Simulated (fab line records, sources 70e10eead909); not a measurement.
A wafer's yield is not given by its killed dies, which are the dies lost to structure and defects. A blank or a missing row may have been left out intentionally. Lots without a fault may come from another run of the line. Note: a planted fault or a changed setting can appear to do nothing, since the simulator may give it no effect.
fab line records	flow nand-harc	part 2 of 2: steps 5 to 6 of 6
record: lots: 23	wafers: 69	last-day: 33
route steps=1302 shown A_STAIRCASE@668
lots untouched by any fault: they come from a run of this same line in which no faults occurred
start-h: hours from the record's opening day to when the first of the lot's shown wafers began	wait-h: hours from the lot's prior step to this one	" unchanged from the row above	L1.1+2: one row covering several wafers at once	- no value, or no start given	* or withheld: withheld	< > ~ a bound
route shown NAME@n: NAME is a module with steps in the file, n the number in the route of the first one	usual: mean/standard deviation of fault-free wafers	same: alike in all rows	chamber/n: place in a boat	sites: per-site readings	_std_site: the standard deviation of these	_edge_site: mean of outer sites minus mean of inner sites	radius-mm: for every site, how far away it sits from the centre of the wafer	mask NAME#n: copy n	behind: the tool/chamber that last shaped the wafer	hold: reason for holding the lot/hours on hold/outcome of the hold	device: names the non-switching transistor (n, p or np)	end of line: tests of these same wafers at the route's end	where a step has no rows: the recipe by itself	killed: dies that structure and defects cost at the first sort, which is not the same as the wafer's yield	map: dies across one wafer; x = killed, . = not, _ = none there
set.NAME: setting as actually run; set.NAME@STEP: the setting as run at that earlier step	model.NAME: the simulator's own value behind a step, which no gauge read
the route's steps for a sample of lots (tables are steps, rows are wafers)
services: a tool's chamber out of use, with start hour (start-h, from the record's first day; less than 0 if before it), hours out, and reason
== steps ==
step: NHARC_A_STAIRCASE_TRIM_24
recipe: time-s: 211.2	o2-flow-sccm: 500	ar-flow-sccm: 0	bias-w: 0	chemistry: O2
usual: drypump-motor-current-A: 5.8/0.52	mfc-ar-sccm: 0.006/0.013	oes-product-au: 1.001/0.01	rf-vpp-V: 57.7/0.92	showerhead-plenum-p-Torr: 3.51/0.16	throttle-valve-pct: 17.038/0.0089
lot.wafer	tool	chamber	start-h	wait-h	drypump-motor-current-A	mfc-ar-sccm	oes-product-au	rf-hours-counter-h	rf-vpp-V	showerhead-plenum-p-Torr	throttle-valve-pct
L074.2	rie-diel-07	0	362.44	-	5.5	0	0.990	21	55.9	3.35	17.042
L074.6	"	3	"	"	6.3	0	0.996	-	58.6	3.66	17.047
L074.5	"	0	"	"	5.6	0	1.001	-	58.6	3.35	17.029
L075.1	rie-diel-10	1	-	-	6.4	0	0.980	34	57.9	3.38	17.036
L075.2	"	2	"	"	6.2	0.042	1.001	43	59.5	3.78	17.054
L075.5	"	0	"	"	5.6	0.004	1.000	-	57.3	3.55	17.059
L078.1	rie-diel-07	0	-	-	5.6	0	0.999	30	56.7	3.34	17.035
L078.2	"	1	"	"	6.1	0	1.006	26	57.7	3.61	17.030
L078.5	"	3	"	"	6.3	0	1.007	-	56.9	3.65	17.043
L077.4	rie-diel-03	2	-	-	5.2	0	0.979	37	57.8	3.67	17.050
L077.6	"	1	"	"	6.2	0	1.014	-	56.9	3.28	17.034
L077.5	"	2	"	"	5.2	0	0.980	-	58.9	3.67	17.039
L079.3	rie-diel-10	1	-	-	6.4	0	1.002	48	56.4	3.37	17.040
L079.2	"	2	"	"	6.2	0.042	0.996	60	58.7	3.77	17.039
L079.6	"	0	"	"	5.5	0.004	1.003	-	57.3	3.55	17.042
L080.1	rie-diel-03	3	-	-	5.4	0	0.996	43	57.0	3.37	17.045
L080.6	"	3	"	"	5.4	0	1.000	-	57.5	3.37	17.040
L080.4	"	2	"	"	5.2	0	0.969	-	59.5	3.67	17.036
L081.1	rie-diel-10	1	-	-	6.5	0	1.010	0	56.9	3.37	17.035
L081.3	"	3	"	"	4.7	0.028	1.008	0	57.3	3.56	17.034
L081.5	"	0	"	"	5.5	0.004	1.026	-	57.5	3.54	17.041
L082.2	rie-diel-03	2	-	-	5.3	0	0.986	51	58.6	3.66	17.038
L082.1	"	3	"	"	5.3	0	1.006	48	58.9	3.37	17.048
L082.4	"	0	"	"	6.3	0	0.994	47	57.3	3.40	17.030
L084.3	rie-diel-10	3	-	-	4.7	0.028	0.996	5	56.8	3.56	17.043
L084.5	"	2	"	"	6.1	0.042	0.992	-	58.7	3.77	17.035
L084.6	"	3	"	"	4.7	0.028	0.996	-	58.4	3.56	17.033
L083.2	rie-diel-07	1	-	-	6.1	0	1.006	44	58.0	3.60	17.040
L083.3	"	3	"	"	6.3	0	0.984	49	59.5	3.64	17.037
L083.5	"	0	"	"	5.6	0	0.992	-	58.6	3.33	17.027
L085.2	rie-diel-03	0	-	-	6.3	0	0.995	2	57.3	3.39	17.035
L085.3	"	2	"	"	5.2	0	0.987	1	58.6	3.66	17.042
L085.5	"	1	"	"	6.2	0	1.004	-	58.0	3.81	17.031
L087.3	rie-diel-03	0	-	-	6.3	0	1.000	2	56.5	3.39	17.034
L087.2	"	1	"	"	6.2	0	1.009	2	56.7	3.81	17.050
L087.5	"	3	"	"	5.4	0	1.010	-	58.1	3.37	17.045
L086.1	rie-diel-10	3	-	-	4.6	0.028	0.986	24	58.6	3.55	17.048
L086.3	"	1	"	"	6.4	0	1.009	21	58.2	3.36	17.034
L086.6	"	0	"	"	5.5	0.004	1.020	-	59.3	3.54	17.052
L088.2	rie-diel-07	2	-	-	6.0	0.004	0.988	2	56.4	3.33	17.040
L088.3	"	0	"	"	5.6	0	1.000	2	57.5	3.33	17.029
L088.6	"	2	"	"	6.0	0.004	0.995	-	57.3	3.33	17.041
L089.2	rie-diel-03	3	-	-	5.4	0	1.018	8	57.9	3.36	17.035
L089.4	"	0	"	"	6.3	0	0.996	8	57.0	3.39	17.026
L089.3	"	2	"	"	5.2	0	0.989	10	57.8	3.65	17.061
L090.3	rie-diel-10	2	-	-	6.2	0.042	1.008	33	58.9	3.75	17.038
L090.4	"	3	"	"	4.6	0.028	1.007	36	58.6	3.54	17.035
L090.5	"	1	"	"	6.4	0	0.998	-	58.4	3.36	17.046
L092.4	rie-diel-07	2	-	-	6.0	0.004	1.005	14	57.5	3.32	17.034
L092.1	"	3	"	"	6.3	0	1.014	16	58.1	3.62	17.053
L092.5	"	2	"	"	6.0	0.004	1.010	-	57.6	3.32	17.031
L091.2	rie-diel-10	1	-	-	6.5	0	0.997	36	57.9	3.35	17.045
L091.6	"	0	"	"	5.6	0.004	1.002	-	56.0	3.53	17.044
L091.5	"	1	"	"	6.5	0	0.993	-	57.7	3.36	17.035
L093.1	rie-diel-07	0	-	-	5.6	0	0.996	24	58.7	3.31	17.049
L093.5	"	2	"	"	6.0	0.004	1.008	-	55.4	3.32	17.053
L093.6	"	3	"	"	6.3	0	1.013	-	57.8	3.62	17.036
L094.3	rie-diel-07	3	-	-	6.3	0	1.001	24	56.9	3.62	17.026
L094.2	"	1	"	"	6.1	0	1.006	25	58.8	3.58	17.036
L094.5	"	3	"	"	6.3	0	1.005	-	59.6	3.62	17.039
L095.4	rie-diel-03	1	-	-	6.2	0	1.010	32	58.9	3.79	17.048
L095.3	"	2	"	"	5.2	0	1.001	35	56.9	3.64	17.021
L095.5	"	1	"	"	6.2	0	1.008	-	57.2	3.79	17.021
L096.1	rie-diel-07	3	-	-	6.3	0	1.009	27	57.0	3.62	17.047
L096.3	"	2	"	"	5.9	0.004	1.005	25	57.8	3.32	17.038
L096.5	"	0	"	"	5.6	0	0.993	-	57.1	3.31	17.051
L097.4	rie-diel-10	3	-	-	4.6	0.028	0.990	60	57.7	3.53	17.037
L097.2	"	0	"	"	5.6	0.004	0.999	46	58.1	3.52	17.036
L097.6	"	2	"	"	6.2	0.042	0.993	-	57.7	3.74	17.028
step: NHARC_A_STAIRCASE_STRIP_205
recipe: power-w: 1500	temp-c: 250	chemistry: O2
usual: drypump-motor-current-A: 6.2/0.49	heater-power-w: 327/27
lot.wafer	tool	chamber	start-h	wait-h	drypump-motor-current-A	heater-power-w	rf-hours-counter-h
L074.2	plasma-asher-02	0	366.85	0.4	6.6	318	21
L074.5	"	1	"	"	5.4	368	-
L074.6	"	0	"	"	6.6	318	-
L075.1	plasma-asher-01	1	384.55	0.1	6.3	301	3
L075.2	"	0	"	"	6.4	343	3
L075.5	"	1	"	"	6.3	291	-
L078.1	plasma-asher-02	0	402.90	0.1	6.6	326	31
L078.2	"	1	"	"	5.3	361	31
L078.5	"	1	"	"	5.4	352	-
L077.4	plasma-asher-02	0	405.42	0.2	6.6	318	-
L077.5	"	1	"	"	5.4	369	-
L077.6	"	0	"	"	6.6	325	-
L079.2	plasma-asher-01	0	414.67	0.1	6.5	353	9
L079.3	"	1	"	"	6.2	293	-
L079.6	"	0	"	"	6.4	347	-
L080.1	plasma-asher-02	1	423.52	0.1	5.4	361	35
L080.4	"	1	"	"	5.4	357	-
L080.6	"	1	"	"	5.4	356	-
L081.1	plasma-asher-01	1	436.67	0.1	6.2	292	15
L081.3	"	0	"	"	6.4	352	-
L081.5	"	0	"	"	6.4	346	-
L082.2	plasma-asher-01	1	437.35	0.1	6.3	289	15
L082.1	"	0	"	"	6.4	335	15
L082.4	"	0	"	"	6.4	334	-
L084.3	plasma-asher-02	0	448.02	0.2	6.6	312	-
L084.6	"	0	"	"	6.6	302	-
L084.5	"	1	"	"	5.4	357	-
L083.2	plasma-asher-02	0	454.80	0.1	6.6	309	4
L083.3	"	0	"	"	6.6	308	-
L083.5	"	1	"	"	5.4	368	-
L085.2	plasma-asher-02	1	478.84	0.1	5.4	356	9
L085.3	"	0	"	"	6.6	300	-
L085.5	"	1	"	"	5.4	355	-
L087.2	plasma-asher-01	1	478.93	0.1	6.3	301	23
L087.3	"	1	"	"	6.3	297	-
L087.5	"	1	"	"	6.2	294	-
L086.1	plasma-asher-01	0	483.30	0.1	6.4	353	24
L086.3	"	0	"	"	6.4	348	-
L086.6	"	1	"	"	6.2	290	-
L088.2	plasma-asher-01	0	496.79	0.1	6.4	344	26
L088.3	"	0	"	"	6.4	342	-
L088.6	"	1	"	"	6.2	293	-
L089.2	plasma-asher-01	0	497.43	0.1	6.4	345	26
L089.3	"	1	"	"	6.2	290	-
L089.4	"	0	"	"	6.4	343	-
L090.4	plasma-asher-01	1	515.92	0.2	6.2	293	-
L090.3	"	0	"	"	6.5	337	-
L090.5	"	0	"	"	6.4	355	-
L092.1	plasma-asher-02	1	528.93	0.1	5.4	366	22
L092.4	"	1	"	"	5.4	361	-
L092.5	"	1	"	"	5.4	359	-
L091.2	plasma-asher-02	1	529.21	0.3	5.4	345	22
L091.6	"	0	"	"	6.6	301	-
L091.5	"	1	"	"	5.4	357	-
L093.1	plasma-asher-02	1	557.49	0.1	5.4	361	26
L093.6	"	0	"	"	6.6	299	-
L093.5	"	1	"	"	5.4	350	-
L094.2	plasma-asher-01	1	566.26	0.1	6.2	288	7
L094.3	"	1	"	"	6.2	283	-
L094.5	"	0	"	"	6.4	346	-
L095.4	plasma-asher-02	1	569.69	0.2	5.4	358	-
L095.3	"	0	"	"	6.6	302	-
L095.5	"	0	"	"	6.6	301	-
L096.1	plasma-asher-02	0	574.60	0.1	6.6	301	30
L096.3	"	1	"	"	5.4	351	-
L096.5	"	1	"	"	5.4	353	-
L097.2	plasma-asher-01	1	583.36	0.1	6.3	287	10
L097.4	"	0	"	"	6.4	337	-
L097.6	"	0	"	"	6.4	327	-
== services ==
tool	chamber	start-h	hours	kind
rie-diel-07	3	342.44	7.7	repair
plasma-asher-01	-	342.83	9.0	pm
rie-diel-07	0	352.61	-	clean
rie-diel-07	1	352.61	-	clean
rie-diel-07	2	352.61	-	clean
rie-diel-07	3	352.61	-	clean
plasma-asher-02	-	359.32	1.6	repair
rie-diel-10	1	370.11	9.0	repair
rie-diel-07	-	371.58	1.8	repair
rie-diel-07	0	377.46	-	clean
rie-diel-07	1	377.46	-	clean
rie-diel-07	2	377.46	-	clean
rie-diel-07	3	377.46	-	clean
plasma-asher-02	-	389.48	2.9	repair
rie-diel-07	0	401.96	-	clean
rie-diel-07	1	401.96	-	clean
rie-diel-10	-	421.40	9.0	pm
plasma-asher-02	-	426.00	9.0	pm
rie-diel-10	0	456.59	16.1	repair
rie-diel-03	-	461.93	9.0	pm
rie-diel-07	-	471.69	9.0	pm
rie-diel-10	-	485.03	0.4	repair
plasma-asher-01	-	520.36	9.0	pm
rie-diel-07	0	571.79	18.5	repair
